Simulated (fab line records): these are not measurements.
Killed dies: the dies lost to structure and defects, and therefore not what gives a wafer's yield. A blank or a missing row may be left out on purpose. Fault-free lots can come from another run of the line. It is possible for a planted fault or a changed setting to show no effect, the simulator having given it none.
fab line records	flow nand_harc
[record] lots = 12	wafers = 34	last_day = 33
route steps=1302 shown A_CHANNEL_HOLE_D1@484 A_CHANNEL_FILL_D1@492 END@1302
lots that met no fault: taken from a fault-free run of the same line
start_h: hours from the record's opening day to when the first of the lot's shown wafers began	wait_h: how many hours have passed since the lot's step before this one	" the same as in the row above	L1.1+2: one row covering several wafers at once	- no value present, or no start provided	* or withheld: withheld	< > ~ a bound
route shown NAME@n: a module of which the file shows steps, and the number in the route of the first	usual: average and standard deviation across the fault-free wafers	same: alike in all rows	chamber/n: place in a boat	sites: the reading at each site	_std_site: the values' standard deviation	_edge_site: inner sites' mean taken away from outer sites' mean	radius_mm: for every site, how far away it sits from the centre of the wafer	mask NAME#n: copy n	behind: tool/chamber where the wafer was last shaped	hold: why the lot was held/for how many hours/how that ended	device: whichever transistor did not switch (one of n, p or np)	end of line: the tests these same wafers got at the end of their route	a step without rows: its recipe alone	killed: not the wafer's yield, but the dies lost to structure and defects at the first sort	map: a wafer's dies, marking killed ones x, the rest . and places with no die _
set.NAME: the setting the step ran with; set.NAME@STEP: the setting that earlier step ran with	model.NAME: the simulator's own value behind a step, which no gauge read
steps of the route over a sample of lots; a table a step, a row a wafer
services: from which hour (start_h, from the record's first day; less than 0 if before it) a tool's chamber was out of use, for how many hours, and why
[[steps]]
[step NHARC_A_CHANNEL_HOLE_D1_STRIP_27]
[recipe] o2_flow_sccm = 500	ar_flow_sccm = 0	bias_w = 0	chemistry = O2
[usual] chamber_pressure_mTorr = 59.99/0.055	drypump_motor_current_A = 5.6/0.5	oes_product_au = 0.994/0.011	rf_vpp_V = 57.7/0.9	showerhead_plenum_p_Torr = 3.50/0.11	throttle_valve_pct = 17.036/0.0092
lot.wafer	tool	chamber	start_h	wait_h	chamber_pressure_mTorr	drypump_motor_current_A	oes_product_au	rf_hours_counter_h	rf_vpp_V	showerhead_plenum_p_Torr	throttle_valve_pct
L716.3	rie_diel-13	1	-	-	59.98	6.5	0.991	0	56.6	3.45	17.036
L716.1	"	2	"	"	60.03	5.4	0.992	0	58.6	3.44	17.041
L716.5	"	3	"	"	59.97	5.1	0.999	-	58.1	3.51	17.021
L717.4	rie_diel-09	2	-	-	60.00	5.2	1.008	15	57.7	3.80	17.042
L717.2	"	0	"	"	60.02	5.3	1.015	16	56.4	3.41	17.029
L717.3	"	1	"	"	59.97	5.8	0.994	15	59.0	3.77	17.041
L718.4	rie_diel-13	1	-	-	59.99	6.4	0.995	2	57.2	3.45	17.039
L718.3	"	2	"	"	59.96	5.4	0.990	2	56.6	3.44	17.053
L718.1	"	3	"	"	60.00	5.1	0.988	2	58.6	3.50	17.033
L720.2	rie_diel-13	1	-	-	60.02	6.4	0.991	5	56.9	3.45	17.035
L720.4	"	0	"	"	60.02	5.5	0.989	-	57.7	3.61	17.045
L720.6	"	2	"	"	60.09	5.4	0.986	-	58.0	3.44	17.058
L721.3	rie_diel-13	0	-	-	59.94	5.5	0.992	5	59.5	3.61	17.035
L721.5	"	1	"	"	59.96	6.4	0.996	-	56.9	3.45	17.032
L721.6	"	2	"	"	60.05	5.4	0.990	-	56.7	3.44	17.031
L723.3	rie_diel-08	2	-	-	59.95	5.5	1.006	14	57.3	3.45	17.042
L723.2	"	0	"	"	59.95	4.9	1.009	18	57.0	3.31	17.039
L723.6	"	2	"	"	59.95	5.5	1.006	-	58.7	3.45	17.041
L724.4	rie_diel-13	3	-	-	60.03	5.1	0.983	5	59.2	3.50	17.038
L724.1	"	0	"	"	59.97	5.5	0.981	7	57.9	3.61	17.018
L724.5	"	2	"	"	60.01	5.4	0.976	-	57.6	3.44	17.049
L725.3	rie_diel-13	0	-	-	60.03	5.5	0.987	7	58.5	3.61	17.017
L725.1	"	3	"	"	59.88	5.1	0.985	6	57.0	3.50	17.041
L725.5	"	0	"	"	59.97	5.5	0.996	-	55.9	3.61	17.040
L726.1	rie_diel-13	2	-	-	60.02	5.4	0.992	8	55.0	3.44	17.048
L726.3	"	1	"	"	60.04	6.4	0.996	9	57.4	3.45	17.044
L726.5	"	3	"	"	59.97	5.1	0.986	-	57.8	3.50	17.025
L729.1	rie_diel-13	3	-	-	59.99	5.1	0.983	11	56.8	3.50	17.039
L729.2	"	2	"	"	59.98	5.4	0.973	11	57.6	3.44	17.014
L729.6	"	0	"	"	59.99	5.5	0.993	-	57.8	3.61	17.026
L734.4	rie_diel-13	2	-	-	60.10	5.4	0.982	2	56.5	3.44	17.030
L734.6	"	3	"	"	60.01	5.1	1.000	-	57.3	3.50	17.030
L738.4	rie_diel-08	0	-	-	60.04	5.0	0.993	11	57.6	3.28	17.024
L738.6	"	0	"	"	59.89	4.9	0.992	-	58.5	3.28	17.042
[step NHARC_A_CHANNEL_FILL_D1_ALD_02]
[recipe] target_thk_a = 60	pulse_time_s = 10	ald_cycles = 60	temp_c = 300	material = SiO2
[usual] heater_power_w = 456/45	precursor_pulse_height_rel = 0.999/0.018	susceptor_temp_C = 299.99/0.18
lot.wafer	tool	chamber	start_h	wait_h	heater_power_w	precursor_pulse_height_rel	susceptor_temp_C
L716.3	ald_hk-01	1	178.30	-	491	0.984	300.26
L716.1	"	2	"	"	423	1.014	300.18
L716.5	"	3	"	"	387	0.987	299.86
L717.4	ald_hk-01	0	208.13	-	431	0.981	300.33
L717.2	"	1	"	"	474	1.012	300.10
L717.3	"	3	"	"	376	0.995	299.84
L718.3	ald_hk-02	1	215.28	2.2	513	1.026	299.83
L718.1	"	2	"	"	490	1.008	299.85
L718.4	"	3	"	"	501	0.992	300.13
L720.4	ald_hk-03	1	234.17	-	442	1.018	299.87
L720.2	"	2	"	"	475	1.013	300.27
L720.6	"	3	"	"	506	1.011	299.97
L721.3	ald_hk-02	2	245.74	-	489	0.994	-
L721.6	"	3	"	"	497	1.011	-
L721.5	"	0	"	"	486	0.980	-
L723.2	ald_hk-01	2	262.82	-	435	0.977	299.96
L723.3	"	0	"	"	423	0.999	299.89
L723.6	"	2	"	"	436	1.007	299.94
L724.4	ald_hk-01	1	267.78	-	502	0.966	299.86
L724.1	"	2	"	"	436	1.018	299.78
L724.5	"	1	"	"	500	0.992	299.91
L725.3	ald_hk-01	2	278.94	-	453	0.990	299.76
L725.1	"	3	"	"	382	0.981	299.85
L725.5	"	3	"	"	380	0.999	299.80
L726.3	ald_hk-01	0	297.70	-	422	1.028	300.22
L726.1	"	2	"	"	426	0.997	300.22
L726.5	"	3	"	"	378	0.997	300.03
L729.2	ald_hk-01	2	314.06	-	421	0.997	300.11
L729.1	"	1	"	"	540	1.035	299.83
L729.6	"	3	"	"	380	1.002	300.00
L734.4	ald_hk-02	0	367.95	-	513	1.031	299.98
L734.6	"	3	"	"	481	0.960	299.89
L738.4	ald_hk-01	3	405.18	-	377	0.994	299.79
L738.6	"	3	"	"	382	1.009	299.71
[step NHARC_A_CHANNEL_FILL_D1_ETCHBACK_19]
[recipe] target_depth_a = 50	time_s = 1.7	hbr_flow_sccm = 150	cl2_flow_sccm = 50	rf_w = 400	icp_w = 400	bias_w = 100	chemistry = HBr/Cl2
[usual] chamber_pressure_mTorr = 15.001/0.014	drypump_motor_current_A = 5.8/0.42	oes_product_au = 1.003/0.014	throttle_valve_pct = 26.406/0.0086
lot.wafer	tool	chamber	start_h	wait_h	chamber_pressure_mTorr	drypump_motor_current_A	oes_product_au	rf_hours_counter_h	throttle_valve_pct
L716.1	rie_si-05	3	198.99	0.4	14.987	5.8	0.994	0.3	26.405
L716.3	"	0	"	"	15.020	5.7	1.002	0.3	26.399
L716.5	"	2	"	"	15.009	6.1	1.009	-	26.406
L717.3	rie_si-05	0	234.05	0.4	15.028	5.8	0.997	0.6	26.411
L717.2	"	2	"	"	14.993	6.1	1.005	0.5	26.405
L717.4	"	1	"	"	14.987	6.0	1.024	-	26.399
L718.1	rie_si-03	1	239.71	0.4	15.008	5.5	0.991	0.0	26.392
L718.4	"	2	"	"	14.999	6.4	1.012	0.0	26.401
L718.3	"	3	"	"	15.013	5.2	1.018	0.1	26.406
L720.4	rie_si-06	2	259.73	0.4	15.000	6.0	1.004	0	26.417
L720.2	"	0	"	"	14.978	5.0	1.002	0	26.397
L720.6	"	3	"	"	15.004	5.9	0.990	-	26.413
L721.3	rie_si-06	2	272.54	0.4	14.988	6.0	0.991	0.1	26.403
L721.6	"	3	"	"	15.011	5.8	0.986	-	26.399
L721.5	"	0	"	"	15.007	5.0	0.986	-	26.415
L723.2	rie_si-05	2	288.81	0.4	15.001	6.1	1.018	0.9	26.409
L723.3	"	3	"	"	15.002	5.8	1.010	0.6	26.402
L723.6	"	2	"	"	14.997	6.1	1.011	-	26.405
L724.1	rie_si-05	1	292.48	0.4	15.030	5.9	1.020	1.1	26.417
L724.4	"	0	"	"	15.005	5.7	1.011	1.0	26.416
L724.5	"	2	"	"	14.988	6.1	1.013	-	26.406
L725.1	rie_si-05	0	304.06	0.4	15.020	5.8	0.998	1.1	26.417
L725.3	"	1	"	"	15.002	6.0	1.013	1.2	26.415
L725.5	"	2	"	"	15.013	6.1	1.009	-	26.387
L726.3	rie_si-06	1	324.04	0.4	14.986	6.2	1.019	0.3	26.405
L726.1	"	3	"	"	15.006	5.9	0.998	0.4	26.413
L726.5	"	2	"	"	15.005	6.0	0.991	-	26.401
L729.1	rie_si-05	3	337.85	0.4	15.001	5.8	1.012	0.1	26.403
L729.2	"	0	"	"	15.012	5.8	1.018	0.1	26.411
L729.6	"	3	"	"	14.991	5.8	1.013	-	26.416
L734.4	rie_si-05	0	389.52	0.4	15.024	5.8	1.016	0.4	26.379
L734.6	"	3	"	"	14.984	5.8	1.000	-	26.421
L738.4	rie_si-03	3	429.65	0.4	14.985	5.3	1.013	0.2	26.412
L738.6	"	1	"	"	15.033	5.5	0.991	-	26.412
[step NHARC_A_CHANNEL_FILL_D1_ETCHBACK_20]
[recipe] target_depth_a = 270	time_s = 13.5	c4f8_flow_sccm = withheld	o2_flow_sccm = 8	ar_flow_sccm = withheld	rf_w = 600	bias_w = 1500	chemistry = C4F8/O2/Ar
[usual] chamber_pressure_mTorr = 25.002/0.023	oes_product_au = 0.97/0.037	rf_vpp_V = 979/4.3	run_length_s = 34.8/0.52
lot.wafer	tool	chamber	start_h	wait_h	chamber_pressure_mTorr	oes_product_au	rf_hours_counter_h	rf_vpp_V	run_length_s
L716.3	rie_diel-07	1	199.10	-	25.013	1.00	5	979	35.1
L716.1	"	2	"	"	25.030	1.01	5	977	35.3
L716.5	"	0	"	"	24.987	1.02	-	974	34.4
L717.3	rie_diel-07	1	234.22	-	24.988	0.91	7	979	34.7
L717.2	"	3	"	"	25.016	0.93	7	979	35.6
L717.4	"	0	"	"	25.043	0.94	-	973	34.1
L718.3	rie_diel-10	3	239.82	-	25.035	0.99	8	984	34.8
L718.1	"	0	"	"	24.999	1.01	8	981	34.2
L718.4	"	1	"	"	25.008	0.98	7	978	34.5
L720.4	rie_diel-10	2	259.86	-	25.030	0.99	0	974	35.1
L720.2	"	3	"	"	24.976	1.00	0	984	34.0
L720.6	"	2	"	"	24.997	0.99	-	974	35.6
L721.3	rie_diel-07	0	272.65	-	24.949	1.01	9	972	34.3
L721.6	"	2	"	"	24.991	1.00	-	977	35.4
L721.5	"	3	"	"	24.999	1.00	-	979	35.2
L723.3	rie_diel-10	0	288.92	-	24.990	1.01	3	982	34.4
L723.2	"	2	"	"	24.996	0.99	2	972	35.6
L723.6	"	0	"	"	24.985	1.02	-	982	34.5
L724.1	rie_diel-07	3	292.60	-	24.987	0.94	10	980	35.2
L724.4	"	2	"	"	25.018	1.02	7	976	35.2
L724.5	"	3	"	"	25.008	0.95	-	980	35.7
L725.1	rie_diel-11	3	304.18	-	25.000	1.01	2	987	34.1
L725.3	"	0	"	"	24.981	1.01	2	980	35.1
L725.5	"	1	"	"	25.044	1.01	-	981	34.9
L726.3	rie_diel-10	0	324.17	-	25.012	1.03	5	982	34.6
L726.1	"	1	"	"	24.991	0.98	4	976	34.4
L726.5	"	0	"	"	24.975	1.01	-	983	34.2
L729.2	rie_diel-07	1	337.99	-	24.994	0.98	2	979	35.2
L729.1	"	2	"	"	25.003	0.99	2	977	35.6
L729.6	"	0	"	"	24.977	1.00	-	973	34.2
L734.4	rie_diel-10	2	389.64	-	24.982	0.92	7	973	35.6
L734.6	"	2	"	"	25.028	0.93	-	973	30.1
L738.4	rie_diel-10	2	429.74	-	25.012	1.02	0	974	35.5
L738.6	"	3	"	"	24.996	1.01	-	985	28.8
[step NHARC_END_SORT_01]
[recipe] temp_c = 25
[usual] killed_at_array = 64/20	killed_at_other = 0.7/1.1	killed_at_periphery = 3.6/2.7	killed_dies = 68/20	killed_open = 2.8/1.9	killed_short = 2.3/1.5
[same] gross_dies = 677
lot.wafer	tool	chamber	start_h	wait_h	killed_at_array	killed_at_other	killed_at_periphery	killed_dies	killed_open	killed_short
L734.4	prober-02	0	748.42	3.4	61	0	2	63	0	0
L734.6	prober-02	0	750.03	4.0	668	0	8	676	7	0
L738.4	prober-01	0	787.26	3.4	60	1	3	64	3	5
L738.6	prober-01	0	788.84	4.0	674	0	2	676	3	2
// killed by level:class
L734.4 A_SLIT:chamber_film_flake=35 A_CHANNEL_HOLE_D1:chamber_film_flake=13 A_STAIRCASE:chamber_film_flake=7 A_CONTACT:chamber_film_flake=4 P_ZERO_WELL:chamber_film_flake=1 P_M1:chamber_film_flake=1 A_ZERO_WELL:chamber_film_flake=1 A_CHANNEL_FILL_D2:chamber_film_flake=1
L734.6 A_CHANNEL_FILL_D1:area_etchback=612 A_SLIT:chamber_film_flake=25 A_CHANNEL_HOLE_D1:chamber_film_flake=8 A_STAIRCASE:chamber_film_flake=8 A_CONTACT:chamber_film_flake=7 P_ZERO_WELL:chamber_film_flake=4 A_CHANNEL_FILL_D2:geometric_particle:open=2 P_GATE:chamber_film_flake=2
L738.4 A_CHANNEL_HOLE_D2:chamber_film_flake=19 A_CHANNEL_HOLE_D1:chamber_film_flake=15 A_SLIT:chamber_film_flake=9 A_CHANNEL_FILL_D1:chamber_film_flake=5 A_STAIRCASE:chamber_film_flake=4 P_M2:geometric_particle:open=2 A_WL_FILL:chamber_film_flake=2 A_ONON_D1:geometric_particle:short=1
L738.6 A_CHANNEL_FILL_D1:area_etchback=615 A_CHANNEL_HOLE_D2:chamber_film_flake=25 A_CHANNEL_HOLE_D1:chamber_film_flake=11 A_SLIT:chamber_film_flake=10 A_CHANNEL_FILL_D1:chamber_film_flake=4 A_STAIRCASE:chamber_film_flake=2 P_CONTACT:geometric_particle:open=1 A_CHANNEL_FILL_D1:geometric_particle:short=1
[[services]]
tool	chamber	start_h	hours	kind
rie_diel-07	1	159.75	5.5	repair
rie_diel-10	-	161.98	0.4	repair
rie_diel-13	-	165.00	9.0	pm
rie_si-05	0	165.09	6.9	repair
rie_diel-10	1	171.41	4.2	repair
rie_diel-07	2	201.02	44.1	repair
rie_diel-13	3	220.92	13.1	repair
rie_si-05	3	227.27	27.1	repair
rie_diel-10	-	229.64	0.7	repair
rie_diel-10	1	231.08	2.6	repair
rie_si-05	1	231.19	1.7	repair
rie_diel-07	-	236.83	2.5	repair
rie_diel-10	-	242.50	9.0	pm
rie_diel-07	0	247.78	4.4	repair
ald_hk-01	-	256.07	0.6	repair
rie_diel-13	2	258.89	6.1	repair
rie_diel-10	-	264.79	0.2	repair
rie_diel-13	0	268.64	1.2	repair
rie_diel-07	-	294.20	9.0	pm
rie_si-05	-	305.00	9.0	pm
rie_diel-13	-	342.03	9.0	pm
rie_si-05	-	368.68	0.5	repair
rie_diel-13	2	406.79	7.9	repair
rie_diel-10	-	419.50	9.0	pm
[[key]]
[first_sign] step = NHARC_A_CHANNEL_FILL_D1_ETCHBACK_20	reading = run_length_s	direction = down	sigmas = 10	usual = *	struck = *
[effect] step = NHARC_END_SORT_01	reading = killed_dies	direction = up	sigmas = 31	usual = 68	struck = 676
[more_kills_born_at] NHARC_A_CHANNEL_FILL_D1_ETCHBACK_20@rie_diel-10 = 1227
met_at NHARC_A_CHANNEL_FILL_D1_ETCHBACK_20
struck_lots L734,L738
struck_wafers L734.6,L738.6
later_rows_left_out L734.6,L738.6
tester_left_out L734,L738
not_acting_at NHARC_A_CHANNEL_HOLE_D1_STRIP_27,NHARC_A_CHANNEL_FILL_D1_ALD_02,NHARC_A_CHANNEL_FILL_D1_ETCHBACK_19
onset_between 324.17 389.64
[fault] kind = process_parameter_drift	tool = rie_diel-10	chamber = -	onset_h = 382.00	steps = NHARC_A_CHANNEL_FILL_D1_ETCHBACK_20	channel = time_s	offset = *	shape = step	end_h = 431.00	scope = struck_wafers_only	acts_in = *	stated = *
// tester_left_out: of these lots the tester's yield and bins aren't shown, on N5 and GAA mostly nor the transistor test; their killed dies are dies lost to structure and defects alone, not to doping, threshold or leakage, so they don't give the yield
// later_rows_left_out: the simulator's readings of these wafers behind a module that went badly wrong aren't trusted and aren't shown, but for the sort
